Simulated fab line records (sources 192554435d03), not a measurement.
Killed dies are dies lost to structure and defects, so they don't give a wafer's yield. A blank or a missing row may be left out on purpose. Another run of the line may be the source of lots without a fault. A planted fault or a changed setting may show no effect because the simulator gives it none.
fab line records	flow n5Finfet	part 2 of 2: steps 4 to 6 of 6
record: lots: 22	wafers: 66	lastDay: 17
route steps=1938 shown HKMG_FIN@435 GATE_CUT@467
lots untouched by any fault: they come from a run of this same line in which no faults occurred
startH: hours from the record's first day to the start of the lot's first wafer shown	waitH: hours elapsed since this lot's preceding step	" unchanged from the row above	L1.1+2: several wafers, shown together as one row	- no value, or no start was given	* or withheld: withheld	< > ~ a bound
route shown NAME@n: a module of which the file shows steps, and the number in the route of the first	usual: the fault-free wafers' mean and standard deviation	same: alike in all rows	chamber/n: place in a boat	sites: each site's reading	_std_site: standard deviation across them	_edge_site: outer sites' mean less inner sites'	radiusMm: for every site, how far away it sits from the centre of the wafer	mask NAME#n: copy n	behind: tool/chamber where the wafer was last shaped	hold: the reason the lot was held/the length of the hold in hours/how it ended	device: the n, p or np transistor that did not switch	end of line: tests run on the same wafers once the route is complete	step lacking rows: just its recipe	killed: dies that structure and defects cost at the first sort, which is not the same as the wafer's yield	map: a wafer's dies, marking killed ones x, the rest . and places with no die _
set.NAME: setting as actually run; set.NAME@STEP: the setting as run at that earlier step	model.NAME: the simulator's own value behind a step, which no gauge read
a sample of lots followed through the steps of the route, with each step as a table and each wafer as a row
services: when a tool's chamber went out of use (startH, in hours from the record's first day, below 0 if earlier), for how many hours, and the reason
== steps ==
step: N5_GATE_CUT_ETCHBACK_30
recipe: chemistry: Cl2/Ar	target: TiN	targetDepthA: 30	mode: isotropic	pressureMtorr: 10	icpW: 600	biasW: 60	Cl2_flow_sccm: 40	Ar_flow_sccm: 60
usual: biasW: 60.02/0.18	drypumpMotorCurrentA: 5.9/0.44	oesProductAu: 0.74/0.087	throttleValvePct: 21.02/0.2
lot.wafer	tool	chamber	startH	waitH	biasW	drypumpMotorCurrentA	oesProductAu	rfHoursCounterH	throttleValvePct
L074.2	rieMetal-02	1	85.69	0.1	60.00	6.3	0.68	82	21.38
L074.3	"	0	"	"	60.12	6.0	0.68	-	20.94
L074.4	"	1	"	"	59.98	6.3	0.68	-	21.39
L075.1	rieMetal-01	0	87.63	0.1	60.27	5.0	0.75	46	20.81
L075.4	"	0	"	"	59.99	5.0	0.74	-	20.80
L075.5	"	0	"	"	59.89	5.1	0.74	-	20.81
L076.3	rieMetal-02	0	93.64	0.0	59.90	6.0	0.69	-	20.94
L076.5	"	1	"	"	60.23	6.3	0.67	-	21.39
L076.6	"	0	"	"	60.29	6.0	0.68	-	20.90
L077.2	rieMetal-02	1	97.52	0.1	60.01	6.3	0.67	84	21.40
L077.3	"	0	"	"	59.95	6.0	0.68	-	20.93
L077.4	"	1	"	"	60.00	6.4	0.67	-	21.41
L078.1	rieMetal-03	1	104.60	0.1	59.57	6.0	0.58	143	21.19
L078.4	"	0	"	"	59.83	6.2	0.82	-	21.13
L078.5	"	1	"	"	59.83	6.0	0.58	-	21.19
L079.1	rieMetal-01	0	111.44	0.1	60.11	5.0	0.74	49	20.82
L079.4	"	0	"	"	60.24	5.0	0.75	-	20.82
L079.6	"	1	"	"	59.77	5.9	0.71	-	20.88
L081.3	rieMetal-02	0	124.13	0.0	59.80	6.0	0.67	-	20.94
L081.5	"	1	"	"	59.76	6.3	0.68	-	21.40
L081.6	"	0	"	"	60.19	6.0	0.68	-	20.94
L082.1	rieMetal-02	1	128.17	0.1	60.33	6.3	0.67	86	21.39
L082.4	"	1	"	"	60.13	6.3	0.67	-	21.41
L082.6	"	1	"	"	60.03	6.3	0.67	-	21.40
L083.1	rieMetal-01	0	134.76	0.1	60.19	5.0	0.75	50	20.81
L083.4	"	1	"	"	59.82	6.0	0.71	-	20.86
L083.5	"	0	"	"	59.98	5.0	0.75	-	20.82
L084.1	rieMetal-01	1	141.44	0.1	59.72	5.9	0.71	73	20.88
L084.2	"	0	"	"	60.17	5.0	0.74	51	20.82
L084.6	"	0	"	"	59.80	5.0	0.75	-	20.81
L086.1	rieMetal-01	0	157.21	0.1	60.01	5.0	0.73	53	20.84
L086.5	"	0	"	"	60.23	5.0	0.73	-	20.84
L086.6	"	1	"	"	59.49	5.9	0.70	-	20.89
L087.1	rieMetal-01	1	158.85	0.1	59.93	5.9	0.71	75	20.88
L087.2	"	0	"	"	60.15	5.0	0.74	53	20.82
L087.3	"	1	"	"	59.90	5.9	0.70	-	20.90
L088.2	rieMetal-03	1	167.87	0.1	60.29	6.1	0.95	2	20.93
L088.5	"	1	"	"	60.07	6.1	0.95	-	20.95
L088.6	"	0	"	"	60.17	6.1	0.79	-	21.15
L089.1	rieMetal-03	0	169.63	0.1	60.03	6.1	0.79	46	21.18
L089.4	"	0	"	"	59.88	6.1	0.79	-	21.18
L089.6	"	1	"	"	60.21	6.0	0.94	-	20.94
L090.2	rieMetal-03	1	174.74	0.1	60.03	6.0	0.94	2	20.92
L090.3	"	0	"	"	59.79	6.1	0.80	-	21.17
L090.6	"	1	"	"	59.90	6.1	0.94	-	20.93
L091.1	rieMetal-01	1	181.88	0.1	60.11	5.9	0.71	76	20.88
L091.2	"	0	"	"	60.07	5.0	0.74	54	20.83
L091.3	"	1	"	"	60.26	5.9	0.70	-	20.88
L092.2	rieMetal-03	1	191.99	0.1	60.01	6.1	0.92	4	20.95
L092.4	"	1	"	"	59.79	6.1	0.92	-	20.94
L092.5	"	0	"	"	59.96	6.1	0.78	-	21.17
L093.1	rieMetal-01	1	197.79	0.1	59.96	5.9	0.70	77	20.90
L093.5	"	0	"	"	60.14	5.0	0.74	-	20.84
L093.6	"	1	"	"	60.09	5.9	0.70	-	20.89
L094.1	rieMetal-03	0	202.41	0.1	60.32	6.1	0.79	49	21.19
L094.3	"	1	"	"	60.02	6.0	0.90	-	20.95
L094.4	"	0	"	"	60.52	6.1	0.78	-	21.20
L095.2	rieMetal-02	0	205.63	0.1	59.67	6.0	0.67	90	20.95
L095.4	"	1	"	"	59.97	6.3	0.65	-	21.43
L095.5	"	0	"	"	60.08	6.0	0.66	-	20.97
L096.1	rieMetal-03	0	217.28	0.1	60.18	6.1	0.78	50	21.20
L096.3	"	0	"	"	60.20	6.1	0.79	-	21.17
L096.6	"	1	"	"	60.11	6.0	0.89	-	20.96
L097.3	rieMetal-02	1	217.42	0.0	60.11	6.3	0.65	-	21.43
L097.4	"	0	"	"	59.86	6.0	0.65	-	20.97
L097.6	"	1	"	"	60.00	6.3	0.65	-	21.44
step: N5_GATE_CUT_VAPOR_ETCH_60
recipe: chemistry: BCl3/Cl2	target: HfO2	mode: isotropic
usual: drypumpMotorCurrentA: 5.9/0.44	oesProductAu: 0.74/0.089
lot.wafer	tool	chamber	startH	waitH	drypumpMotorCurrentA	oesProductAu
L074.2	rieMetal-02	1	85.72	0.0	6.3	0.68
L074.3	"	0	"	"	6.0	0.68
L074.4	"	1	"	"	6.3	0.68
L075.1	rieMetal-01	0	87.69	0.1	5.0	0.76
L075.4	"	0	"	"	5.0	0.75
L075.5	"	0	"	"	5.0	0.75
L076.3	rieMetal-02	0	93.67	0.0	6.0	0.68
L076.5	"	1	"	"	6.3	0.67
L076.6	"	0	"	"	6.0	0.68
L077.2	rieMetal-02	1	97.55	0.0	6.3	0.68
L077.3	"	0	"	"	6.0	0.68
L077.4	"	1	"	"	6.3	0.68
L078.1	rieMetal-03	1	104.63	0.0	6.1	0.58
L078.4	"	0	"	"	6.1	0.83
L078.5	"	1	"	"	6.0	0.58
L079.1	rieMetal-01	0	111.47	0.0	5.0	0.74
L079.4	"	0	"	"	5.0	0.75
L079.6	"	1	"	"	5.9	0.70
L081.3	rieMetal-02	0	124.16	0.0	6.0	0.67
L081.5	"	1	"	"	6.3	0.67
L081.6	"	0	"	"	6.0	0.67
L082.1	rieMetal-02	1	128.20	0.0	6.3	0.68
L082.4	"	1	"	"	6.3	0.67
L082.6	"	1	"	"	6.3	0.66
L083.1	rieMetal-01	0	134.79	0.0	5.0	0.74
L083.4	"	1	"	"	5.9	0.71
L083.5	"	0	"	"	5.0	0.74
L084.1	rieMetal-01	1	141.47	0.0	5.9	0.70
L084.2	"	0	"	"	5.0	0.74
L084.6	"	0	"	"	5.0	0.74
L086.1	rieMetal-01	0	157.24	0.0	5.0	0.75
L086.5	"	0	"	"	5.0	0.74
L086.6	"	1	"	"	5.9	0.70
L087.1	rieMetal-01	1	158.88	0.0	5.9	0.70
L087.2	"	0	"	"	5.1	0.72
L087.3	"	1	"	"	5.9	0.70
L088.2	rieMetal-03	1	167.90	0.0	6.0	0.94
L088.5	"	1	"	"	6.1	0.94
L088.6	"	0	"	"	6.1	0.80
L089.1	rieMetal-03	0	169.66	0.0	6.1	0.81
L089.4	"	0	"	"	6.2	0.80
L089.6	"	1	"	"	6.1	0.94
L090.2	rieMetal-03	1	174.77	0.0	6.0	0.94
L090.3	"	0	"	"	6.1	0.81
L090.6	"	1	"	"	6.0	0.94
L091.1	rieMetal-01	1	181.91	0.0	5.9	0.69
L091.2	"	0	"	"	5.0	0.74
L091.3	"	1	"	"	5.9	0.70
L092.2	rieMetal-03	1	192.02	0.0	6.0	0.92
L092.4	"	1	"	"	6.0	0.92
L092.5	"	0	"	"	6.1	0.79
L093.1	rieMetal-01	1	197.82	0.0	5.9	0.70
L093.5	"	0	"	"	5.0	0.73
L093.6	"	1	"	"	5.9	0.70
L094.1	rieMetal-03	0	202.44	0.0	6.1	0.79
L094.3	"	1	"	"	6.0	0.92
L094.4	"	0	"	"	6.1	0.79
L095.2	rieMetal-02	0	205.66	0.0	6.0	0.65
L095.4	"	1	"	"	6.3	0.65
L095.5	"	0	"	"	6.0	0.65
L096.1	rieMetal-03	0	217.31	0.0	6.1	0.79
L096.3	"	0	"	"	6.1	0.79
L096.6	"	1	"	"	6.0	0.90
L097.3	rieMetal-02	1	217.45	0.0	6.3	0.65
L097.4	"	0	"	"	6.0	0.66
L097.6	"	1	"	"	6.3	0.66
step: N5_GATE_CUT_CMP_02
recipe: stopOn: SiO2	tOverpolishS: 12.7	postCmpClean: alkalineBrush	downForcePsi: 2.5	platenRpm: 51.8	padVelocityMS: 1.0307	targetThkNm: 0
usual: motorCurrentA: 9.7/0.96	overpolishRunS: 12.699/0.0091	slurryFlowMlMin: 150.0/0.48	timeToEndpointS: 24.9/2.1
lot.wafer	tool	chamber	startH	waitH	motorCurrentA	overpolishRunS	slurryFlowMlMin	timeToEndpointS
L074.4	cmp-03	3	88.72	0.1	9.9	12.715	150.1	25.9
L074.3	"	0	"	"	9.6	12.705	149.5	25.9
L074.2	"	1	"	"	10.3	12.700	150.7	24.6
L075.4	cmp-03	0	90.37	0.0	8.6	12.698	151.1	26.5
L075.1	"	2	"	"	10.1	12.693	150.3	26.3
L075.5	"	1	"	"	9.9	12.704	149.1	27.4
L076.3	cmp-04	2	96.38	0.1	10.1	12.728	150.5	23.2
L076.6	"	0	"	"	7.8	12.702	150.4	27.0
L076.5	"	1	"	"	10.8	12.706	150.1	24.5
L077.2	cmp-04	3	100.19	0.1	10.2	12.690	150.1	25.2
L077.4	"	1	"	"	10.3	12.678	150.2	26.8
L077.3	"	2	"	"	10.8	12.695	150.0	26.1
L078.4	cmp-01	3	107.27	0.0	10.0	12.684	150.6	24.7
L078.1	"	0	"	"	11.8	12.676	149.5	26.0
L078.5	"	3	"	"	9.9	12.698	149.6	23.1
L079.4	cmp-03	0	114.21	0.1	9.2	12.698	149.9	25.7
L079.1	"	1	"	"	9.7	12.705	150.5	23.9
L079.6	"	0	"	"	9.0	12.693	149.5	26.3
L081.3	cmp-04	2	126.84	0.1	10.3	12.681	150.4	24.7
L081.5	"	1	"	"	10.9	12.701	149.2	24.4
L081.6	"	2	"	"	10.3	12.690	150.4	22.8
L082.4	cmp-01	1	132.91	0.0	8.4	12.702	150.1	26.3
L082.1	"	0	"	"	11.5	12.714	149.8	22.7
L082.6	"	2	"	"	9.7	12.702	149.6	24.1
L083.1	cmp-01	1	137.58	0.1	8.2	12.704	149.4	24.2
L083.4	"	3	"	"	10.7	12.692	150.6	21.2
L083.5	"	1	"	"	8.3	12.690	149.4	24.2
L084.1	cmp-04	2	144.39	0.1	11.0	12.698	151.1	23.1
L084.2	"	0	"	"	8.1	12.701	149.2	23.9
L084.6	"	1	"	"	10.7	12.707	149.7	24.4
L086.1	cmp-01	1	160.03	0.2	8.2	12.701	150.0	25.8
L086.6	"	2	"	"	9.7	12.705	150.1	24.7
L086.5	"	3	"	"	10.1	12.690	150.1	22.7
L087.1	cmp-04	1	161.55	0.1	10.1	12.700	151.0	23.2
L087.2	"	2	"	"	10.2	12.700	150.1	23.2
L087.3	"	3	"	"	9.9	12.694	149.2	25.0
L088.2	cmp-04	3	170.70	0.2	9.4	12.700	149.8	24.2
L088.6	"	0	"	"	8.0	12.696	149.8	23.3
L088.5	"	1	"	"	11.0	12.686	149.9	25.6
L089.4	cmp-03	1	172.44	0.1	9.6	12.698	149.9	25.5
L089.1	"	2	"	"	9.8	12.696	150.5	24.1
L089.6	"	1	"	"	9.6	12.693	149.6	26.0
L090.2	cmp-01	0	177.61	0.1	10.7	12.710	151.1	26.6
L090.3	"	2	"	"	9.3	12.692	149.9	29.5
L090.6	"	1	"	"	8.3	12.690	149.6	28.2
L091.1	cmp-03	0	184.83	0.1	8.8	12.711	149.6	28.0
L091.2	"	2	"	"	10.1	12.700	149.5	28.3
L091.3	"	3	"	"	9.7	12.706	150.7	26.3
L092.4	cmp-04	1	194.71	0.1	10.7	12.702	150.3	22.2
L092.2	"	2	"	"	10.2	12.692	149.6	21.7
L092.5	"	0	"	"	7.9	12.720	149.5	20.6
L093.1	cmp-03	0	200.55	0.1	9.2	12.695	150.0	28.1
L093.6	"	3	"	"	9.9	12.693	150.3	30.6
L093.5	"	0	"	"	9.2	12.710	150.9	26.8
L094.4	cmp-01	2	205.32	0.1	10.0	12.701	150.0	26.4
L094.3	"	3	"	"	9.7	12.714	150.0	23.1
L094.1	"	1	"	"	7.9	12.707	150.1	25.7
L095.4	cmp-01	1	208.31	0.1	8.5	12.699	150.5	27.3
L095.2	"	0	"	"	11.4	12.695	149.8	25.4
L095.5	"	1	"	"	7.8	12.698	150.3	26.7
L096.3	cmp-01	0	219.98	0.1	10.9	12.714	150.6	25.1
L096.1	"	1	"	"	8.7	12.707	150.9	24.7
L096.6	"	3	"	"	9.7	12.693	149.5	24.5
L097.3	cmp-04	1	220.17	0.1	10.3	12.701	149.6	22.5
L097.4	"	2	"	"	10.6	12.693	150.3	23.3
L097.6	"	0	"	"	8.1	12.697	149.8	22.6
== services ==
tool	chamber	startH	hours	kind
cmp-03	-	62.76	1.4	repair
cmp-01	-	77.74	0.2	repair
rieMetal-01	1	77.91	5.6	repair
cmp-04	-	81.23	0.3	repair
rieMetal-01	1	86.02	2.4	repair
cmp-04	-	87.50	0.6	repair
cmp-04	-	88.29	5.5	pm
cmp-04	-	100.79	0.7	repair
rieDiel-04	1	104.02	9.3	repair
cmp-04	-	104.28	4.8	pm
cmp-01	-	121.17	3.7	repair
rieDiel-05	2	132.80	6.0	repair
cmp-01	-	140.30	2.7	repair
cmp-03	-	148.96	0.9	repair
cmp-01	-	157.30	1.3	repair
cmp-04	-	159.52	1.4	repair
rieMetal-01	1	161.67	9.4	repair
cmp-04	-	171.25	1.6	repair
cmp-04	-	189.08	0.5	repair
cmp-03	-	193.33	4.0	pm
cmp-03	-	197.70	1.8	repair
cmp-03	-	200.88	9.4	pm
cmp-04	-	200.94	6.7	repair
cmp-03	-	214.96	4.3	pm
